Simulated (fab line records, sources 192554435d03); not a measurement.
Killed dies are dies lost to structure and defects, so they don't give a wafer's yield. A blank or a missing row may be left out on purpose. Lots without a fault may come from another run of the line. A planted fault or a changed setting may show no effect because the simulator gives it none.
Which tool did it? | flow n5_finfet | 13 lots, 34 wafers sampled, at 5 steps of a route of 1938

WHAT THE GAUGES READ, wafer by wafer
The record holds no reading of a measuring or inspecting step that can be judged against a usual standard deviation.

WHICH TOOL RAN EACH LOT (tool, then ch and the chambers of the sampled wafers, then the start)
lot  | N5_BEOL_M11_ILD_DEP_00          | N5_BEOL_M15_ETCH_38                           | N5_MIM_TOP_ALD_00                | N5_MIM_TOP_ALD_02                           | N5_PASSIVATION_PROBE_49
L667 | pecvd-03 ch 0,1, day 9 16:53    | rie_diel-05 ch 2,3, day 11 10:44 or earlier   | ald_hk-02 ch 1,2,3, day 11 10:44 | ald_hk-02 ch 1,2,3, no start                | -
L668 | pecvd-01 ch 0,1,2, day 10 07:11 | rie_diel-05 ch 0,1,3, day 11 22:31 or earlier | ald_hk-03 ch 0,1,2, day 11 22:31 | ald_hk-03 ch 0,1,2, no start                | -
L669 | pecvd-02 ch 0,1,2, day 10 14:10 | rie_diel-01 ch 1,2,3, day 12 01:31 or earlier | ald_hk-03 ch 1,3, day 12 01:31   | ald_hk-03 ch 1,3, no start                  | -
L670 | pecvd-03 ch 1, day 10 14:58     | rie_diel-04 ch 0,1,3, day 12 04:52 or earlier | ald_hk-01 ch 0,1,2, day 12 04:52 | ald_hk-01 ch 0,1,2, day 12 17:16 or earlier | prober-02, day 12 17:16
L672 | pecvd-01 ch 0,1,2, day 11 01:34 | rie_diel-04 ch 2,3, day 12 15:10 or earlier   | ald_hk-01 ch 0,2, day 12 15:10   | ald_hk-01 ch 0,2, no start                  | -
L673 | pecvd-01 ch 0,1, day 11 08:10   | rie_diel-01 ch 0,3, day 12 22:53 or earlier   | ald_hk-01 ch 1,2, day 12 22:53   | ald_hk-01 ch 1,2, no start                  | -
L674 | pecvd-01 ch 2, day 12 00:54     | rie_diel-04 ch 1, day 13 05:59 or earlier     | ald_hk-01 ch 0, day 13 05:59     | ald_hk-01 ch 0, day 13 17:54 or earlier     | prober-01, day 13 17:54
L678 | pecvd-01 ch 2, day 12 16:08     | rie_diel-04 ch 2, day 14 02:55 or earlier     | ald_hk-02 ch 3, day 14 02:55     | ald_hk-02 ch 3, day 14 14:28 or earlier     | prober-01, day 14 14:28
L680 | pecvd-03 ch 0,1,2, day 13 13:28 | rie_diel-05 ch 1,2,3, day 14 21:53 or earlier | ald_hk-03 ch 1,2,3, day 14 21:53 | ald_hk-03 ch 1,2,3, no start                | -
L681 | pecvd-03 ch 0,2, day 13 17:19   | rie_diel-01 ch 0,3, day 15 05:10 or earlier   | ald_hk-03 ch 0,2, day 15 05:10   | ald_hk-03 ch 0,2, no start                  | -
L682 | pecvd-02 ch 0,1, day 14 00:55   | rie_diel-05 ch 1,2,3, day 15 09:12 or earlier | ald_hk-02 ch 1,2, day 15 09:12   | ald_hk-02 ch 1,2, day 15 22:08 or earlier   | prober-02, day 15 22:08
L683 | pecvd-02 ch 1, day 14 08:08     | rie_diel-01 ch 0,1, day 15 16:09 or earlier   | ald_hk-03 ch 0,3, day 15 16:09   | ald_hk-03 ch 0,3, no start                  | -
L688 | pecvd-03 ch 0,1, day 15 10:32   | rie_diel-01 ch 0,2,3, day 16 18:53 or earlier | ald_hk-02 ch 1,2,3, day 16 18:53 | ald_hk-02 ch 1,2,3, no start                | -
- N5_BEOL_M11_ILD_DEP_00: deposits SiCOH lowk from DEMS/porogen, target thk 308.51 nm, time 58 s.
- N5_BEOL_M15_ETCH_38: etches SiCN in CF4/N2, target depth 106.4 nm, time 120.5 s.
- N5_MIM_TOP_ALD_00: deposits Al2O3, purge time 3 s, co reactant pulse time 3 s.
- N5_MIM_TOP_ALD_02: deposits Al2O3, purge time 3 s, co reactant pulse time 3 s.
- N5_PASSIVATION_PROBE_49

WHAT THE TOOLS THEMSELVES READ (means of the sampled wafers that have a number; where no wafer has one, the mark that the record gives instead)
N5_BEOL_M11_ILD_DEP_00. Usual: heater_power_w 310 W, standard deviation 55; showerhead_plenum_p_Torr 5.741 Torr, standard deviation 0.018; throttle_valve_pct 14.2 %, standard deviation 0.75.
lot  | tool     | heater_power_w (W) | showerhead_plenum_p_Torr (Torr) | throttle_valve_pct (%) | flag
L667 | pecvd-03 | 307                | 5.747                           | 14.7                   |
L668 | pecvd-01 | 313                | 5.755                           | 14.3                   |
L669 | pecvd-02 | 312                | 5.723                           | 13.9                   |
L670 | pecvd-03 | 243                | 5.748                           | 15.1                   |
L672 | pecvd-01 | 326                | 5.757                           | 14.4                   |
L673 | pecvd-01 | 371                | 5.760                           | 14.7                   |
L674 | pecvd-01 | 256                | 5.747                           | 14.6                   |
L678 | pecvd-01 | 286                | 5.754                           | 14.7                   |
L680 | pecvd-03 | 289                | 5.739                           | 14.0                   |
L681 | pecvd-03 | 334                | 5.738                           | 13.6                   |
L682 | pecvd-02 | 351                | 5.732                           | 14.7                   |
L683 | pecvd-02 | 354                | 5.726                           | 14.8                   |
L688 | pecvd-03 | 299                | 5.742                           | 14.7                   |

N5_BEOL_M15_ETCH_38. Usual: bias_w 70.01 W, standard deviation 0.2; drypump_motor_current_A 5.7 A, standard deviation 0.34; oes_product_au 0.81 a.u., standard deviation 0.07; rf_vpp_V 382.7 V, standard deviation 1.3; showerhead_plenum_p_Torr 2.23 Torr, standard deviation 0.044; throttle_valve_pct 15.30 %, standard deviation 0.19.
lot  | tool        | bias_w (W) | drypump_motor_current_A (A) | oes_product_au (a.u.) | rf_vpp_V (V) | showerhead_plenum_p_Torr (Torr) | throttle_valve_pct (%) | flag
L667 | rie_diel-05 | 69.94      | 5.7                         | 0.86                  | 383.8        | 2.24                            | 15.07                  |
L668 | rie_diel-05 | 70.10      | 5.5                         | 0.79                  | 383.6        | 2.26                            | 15.23                  |
L669 | rie_diel-01 | 70.23      | 5.9                         | 0.85                  | 382.9        | 2.22                            | 15.37                  |
L670 | rie_diel-04 | 69.94      | 5.5                         | 0.74                  | 383.0        | 2.26                            | 15.32                  |
L672 | rie_diel-04 | 70.03      | 6.0                         | 0.87                  | 383.4        | 2.23                            | 15.31                  |
L673 | rie_diel-01 | 70.06      | 5.8                         | 0.91                  | 381.8        | 2.17                            | 15.15                  |
L674 | rie_diel-04 | 70.21      | 5.0                         | 0.73                  | 384.8        | 2.26                            | 15.26                  |
L678 | rie_diel-04 | 70.30      | 6.0                         | 0.89                  | 382.7        | 2.22                            | 15.39                  |
L680 | rie_diel-05 | 69.93      | 5.7                         | 0.81                  | 383.6        | 2.24                            | 15.18                  |
L681 | rie_diel-01 | 69.84      | 5.8                         | 0.87                  | 381.4        | 2.16                            | 15.17                  |
L682 | rie_diel-05 | 70.02      | 5.7                         | 0.81                  | 381.9        | 2.24                            | 15.18                  |
L683 | rie_diel-01 | 70.16      | 5.7                         | 0.81                  | 382.1        | 2.24                            | 15.36                  |
L688 | rie_diel-01 | 69.89      | 5.9                         | 0.83                  | 381.2        | 2.16                            | 15.35                  |

N5_MIM_TOP_ALD_00. Usual: precursor_pulse_height_rel 0.997, standard deviation 0.02.
lot  | tool      | precursor_pulse_height_rel | flag
L667 | ald_hk-02 | 1.010                      |
L668 | ald_hk-03 | 1.012                      |
L669 | ald_hk-03 | 0.982                      |
L670 | ald_hk-01 | 0.987                      |
L672 | ald_hk-01 | 0.999                      |
L673 | ald_hk-01 | 1.003                      |
L674 | ald_hk-01 | 0.992                      |
L678 | ald_hk-02 | 1.000                      |
L680 | ald_hk-03 | 1.001                      |
L681 | ald_hk-03 | 1.004                      |
L682 | ald_hk-02 | 0.997                      |
L683 | ald_hk-03 | 1.002                      |
L688 | ald_hk-02 | 1.002                      |

N5_MIM_TOP_ALD_02. Usual: precursor_pulse_height_rel 1.000, standard deviation 0.02.
lot  | tool      | precursor_pulse_height_rel | flag
L667 | ald_hk-02 | 0.992                      |
L668 | ald_hk-03 | 1.002                      |
L669 | ald_hk-03 | 0.997                      |
L670 | ald_hk-01 | 0.998                      |
L672 | ald_hk-01 | 1.013                      |
L673 | ald_hk-01 | 0.998                      |
L674 | ald_hk-01 | 1.006                      |
L678 | ald_hk-02 | 0.986                      |
L680 | ald_hk-03 | 0.999                      |
L681 | ald_hk-03 | 0.988                      |
L682 | ald_hk-02 | 1.012                      |
L683 | ald_hk-03 | 0.976                      |
L688 | ald_hk-02 | 0.987                      |

N5_PASSIVATION_PROBE_49. Usual: killed_at_M0_to_M3 34, standard deviation 8.9; killed_at_M4_up 13, standard deviation 4.6; killed_at_contacts 12, standard deviation 5.5; killed_at_front_end 41, standard deviation 11; killed_at_other 3.1, standard deviation 2.9; killed_dies 102, standard deviation 16; killed_on_rim 13, standard deviation 4.2; killed_open 66, standard deviation 11; killed_short 34, standard deviation 7.6.
lot  | tool      | killed_at_M0_to_M3 | killed_at_M4_up | killed_at_contacts | killed_at_front_end | killed_at_other | killed_dies | killed_on_rim | killed_open | killed_short | flag
L670 | prober-02 | 26                 | 16              | 12                 | 58                  | 1.7             | 113         | 14            | 75          | 35           |
L674 | prober-01 | 34                 | 77              | 15                 | 49                  | 5.0             | 180         | 28            | 66          | 46           | OFF
L678 | prober-01 | 30                 | 80              | 5                  | 45                  | 1.0             | 161         | 25            | 60          | 39           | OFF
L682 | prober-02 | 30                 | 12              | 9                  | 50                  | 9.3             | 111         | 12            | 73          | 37           |

THE ANSWER, worked out from the rows above alone
Rule: a lot is off if the mean of its wafers that have a number lies more than 3 standard deviations from the usual mean. A lot without any number at a reading at which 4 lots or more have one is off too. The other lots that the step has rows for count as sound. The gauges are gone through in route order, then the tools' own readings, and for those a lot's mean is taken as printed above. The first step at which some lot is off is used, and at that step the reading that is off furthest; a lot without a number counts as furthest.
Off: L674, L678, at N5_PASSIVATION_PROBE_49 (killed_at_M4_up). Neither off nor sound, because the step has no rows for them: L667, L668, L669, L672, L673, L680, L681, L683, L688.
A tool fits if, at that step or a process step before it, it ran every lot that is off, and no sound lot after the first of them. N5_BEOL_M15_ETCH_38 gives no start for some lots, so the hours and the order of its lots are those of N5_MIM_TOP_ALD_00. N5_MIM_TOP_ALD_02 gives no start for some lots, so the hours and the order of its lots are those of N5_PASSIVATION_PROBE_49. Can't be told from this: 3 tools fit, pecvd-01 at N5_BEOL_M11_ILD_DEP_00, rie_diel-04 at N5_BEOL_M15_ETCH_38, prober-01 at N5_PASSIVATION_PROBE_49.

WHAT THE SIMULATOR HAD PUT IN
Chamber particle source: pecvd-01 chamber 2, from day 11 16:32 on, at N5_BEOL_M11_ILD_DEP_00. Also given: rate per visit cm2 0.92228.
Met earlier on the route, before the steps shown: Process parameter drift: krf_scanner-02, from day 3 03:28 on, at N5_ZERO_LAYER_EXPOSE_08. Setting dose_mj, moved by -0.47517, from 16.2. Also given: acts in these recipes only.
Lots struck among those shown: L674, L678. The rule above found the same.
